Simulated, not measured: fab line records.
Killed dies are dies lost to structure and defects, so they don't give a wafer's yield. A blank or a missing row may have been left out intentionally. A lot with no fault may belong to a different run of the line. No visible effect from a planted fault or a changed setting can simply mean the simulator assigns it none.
Split-lot experiment | flow n5_finfet | on a route of 1938 steps: 7 lots, 21 wafers read

== ON THE SPLIT ==
At N5_ZERO_LAYER_COAT_05 (resist thk 1000 nm), the setting spin_rpm was moved away from the recipe's 1500 rpm on 5 of the 21 wafers read, by -9.4% to +9.8%. All remaining wafers had this setting at the recipe value.

== FROM THE SPLIT TO THE READING: what the file shows between them, 3 steps ==
- N5_ZERO_LAYER_EBR_07
- N5_ZERO_LAYER_SOFTBAKE_06: time 90 s
- N5_ZERO_LAYER_DESCUM_16: chemistry O2, time 7.9 s

== THE READING ==
coat_of_ZERO_LAYER_COAT_05.thk_nm (the simulator's own value, which no gauge read), in nm, at N5_ZERO_LAYER_ETCH_17 (etches SiO2 in CF4, target depth 12 nm, time 13.3 s). The file does not state a usual value for it. Average 971.8 nm, standard deviation 2.2 nm, over the 16 wafers here run with the recipe.

wafer  | tool, chamber at the split | spin_rpm as run, rpm | against the recipe | coat_of_ZERO_LAYER_COAT_05.thk_nm, nm | against lot-mates on the recipe
L076.1 | litho_track-02, 0          | 1606                 | +7.1%              | 933.3                                 | -36.5
L076.4 | litho_track-02, 0          | 1606                 | +7.1%              | 936.1                                 | -33.7
L076.5 | litho_track-02, 0          | 1500                 | recipe             | 969.8                                 | -
L077.1 | litho_track-04, 0          | 1359                 | -9.4%              | 1025                                  | +56.0
L077.2 | litho_track-04, 0          | 1500                 | recipe             | 969                                   | -
L077.4 | litho_track-04, 0          | 1359                 | -9.4%              | 1017                                  | +48.0
L079.3 | litho_track-02, 0          | 1500                 | recipe             | 974.8                                 | -
L079.4 | litho_track-02, 0          | 1500                 | recipe             | 975.3                                 | -
L079.5 | litho_track-02, 0          | 1500                 | recipe             | 972                                   | -
L089.2 | litho_track-05, 0          | 1500                 | recipe             | 972.8                                 | -
L089.3 | litho_track-05, 0          | 1500                 | recipe             | 970.5                                 | -
L089.6 | litho_track-05, 0          | 1500                 | recipe             | 972.5                                 | -
L090.1 | litho_track-02, 0          | 1647                 | +9.8%              | 925                                   | -47.8
L090.4 | litho_track-02, 0          | 1500                 | recipe             | 973.2                                 | -
L090.5 | litho_track-02, 0          | 1500                 | recipe             | 972.4                                 | -
L091.3 | litho_track-02, 0          | 1500                 | recipe             | 969.4                                 | -
L091.5 | litho_track-02, 0          | 1500                 | recipe             | 971.4                                 | -
L091.6 | litho_track-02, 0          | 1500                 | recipe             | 967.8                                 | -
L093.1 | litho_track-02, 0          | 1500                 | recipe             | 974                                   | -
L093.2 | litho_track-02, 0          | 1500                 | recipe             | 974.5                                 | -
L093.3 | litho_track-02, 0          | 1500                 | recipe             | 969.9                                 | -

FIT RESULTS
A straight line over all 21 wafers: coat_of_ZERO_LAYER_COAT_05.thk_nm changes by -5.12 nm for each +1% of spin_rpm; r = -0.99; the points scatter about the line by 2.6 nm.
The same after taking each lot's own level away (the mean of its wafers on the recipe; 21 wafers): -5.22 nm for each +1%; r = -1.00; scatter 2.2 nm.
The reading moves by 51 nm for the largest change in spin_rpm, on that fit.
Across the lots, their own levels run from 969.00 to 974.03 nm, a range of 2.3 times the standard deviation given above.
So the lot-to-lot level changes the slope little: the two slopes agree.
Check: -51.7 nm against its lot-mates is what the line predicts for one of the wafers moved furthest among these (+9.8%) when that wafer is left out of the fit. Against them it came out at -47.8 nm.

== ADDITIONAL SPLITS CARRIED BY THESE WAFERS ==
These wafers also went through other splits before the reading. Each is held against what the fit with the lots' levels taken away leaves over:
other split on the same wafers | wafers away from the commonest value | r with coat_of_ZERO_LAYER_COAT_05.thk_nm (lot level and that fit taken away)
N5_ZERO_LAYER_PECVD_02 time_s  | 9                                    | +0.05

== THE WHOLE CHAIN: every reading that the file lists as answering this split, in the file's order ==
step                   | what it does                                        | reading                                                                            | change (the file's fit)              | r (the file's)
N5_ZERO_LAYER_COAT_05  | resist thk 1000 nm                                  | coat_of_ZERO_LAYER_COAT_05.thk_nm (the simulator's own value, which no gauge read) | -5.11 nm for each +1% of the setting | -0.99
N5_ZERO_LAYER_ETCH_17  | etches SiO2 in CF4, target depth 12 nm, time 13.3 s | coat_of_ZERO_LAYER_COAT_05.thk_nm (the simulator's own value, which no gauge read) | -5.15 nm for each +1% of the setting | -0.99
N5_ZERO_LAYER_STRIP_24 | strips in O2                                        | strip_time_to_endpoint_s                                                           | withheld for each +1% of the setting | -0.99

== FILE'S OWN FIT ==
coat_of_ZERO_LAYER_COAT_05.thk_nm changes by -5.15 nm for each +1% of spin_rpm, r = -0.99.
